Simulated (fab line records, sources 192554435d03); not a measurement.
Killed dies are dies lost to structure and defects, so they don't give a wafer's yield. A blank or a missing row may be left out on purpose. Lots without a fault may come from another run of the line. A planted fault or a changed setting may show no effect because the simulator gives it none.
Chamber matching | flow n5_finfet | N5_BEOL_M14_TRENCH_ETCH_34 on rie_diel-04: 4 sister chambers
The step etches SiO2 in C4F8/O2/Ar, target depth 556.65 nm, time 126.9 s. 4 wafers are shown with their chamber, then 9 later ones without.

WAFERS WITH THEIR CHAMBER
wafer  | chamber | rf_vpp_V (V)
L080.1 | 1       | 2287
L082.2 | 3       | 2222
L085.4 | 0       | 2252
L085.5 | 2       | 2116

WAFERS WITHOUT THEIR CHAMBER
wafer  | rf_vpp_V (V)
L089.1 | 2223
L089.2 | 2287
L089.6 | 2286
L094.1 | 2222
L094.3 | 2116
L094.5 | 2222
L097.2 | 2286
L097.3 | 2116
L097.5 | 2117

WHICH CHAMBER EACH WENT THROUGH
wafer  | from the rows above | in truth
L089.1 | 3                   | 3
L089.2 | 1                   | 1
L089.6 | 1                   | 1
L094.1 | 3                   | 3
L094.3 | 2                   | 2
L094.5 | 3                   | 3
L097.2 | 1                   | 1
L097.3 | 2                   | 2
L097.5 | 2                   | 2
Placed correctly: 9 of 9. Can't be placed from these rows: 0. Placed wrongly: 0.
How it was worked out, from the rows above alone: a wafer's distance from a chamber is the root of the sum, over the readings, of the square of ((its reading less the chamber's mean) divided by the reading's scatter). The wafer belongs to the nearest chamber; if the next one is less than 2 further off, it can't be placed. A chamber's mean is the mean of its shown wafers. The scatter: with one shown wafer a chamber, the root of the mean of the squares of how far each hidden wafer lies from its nearest shown one.
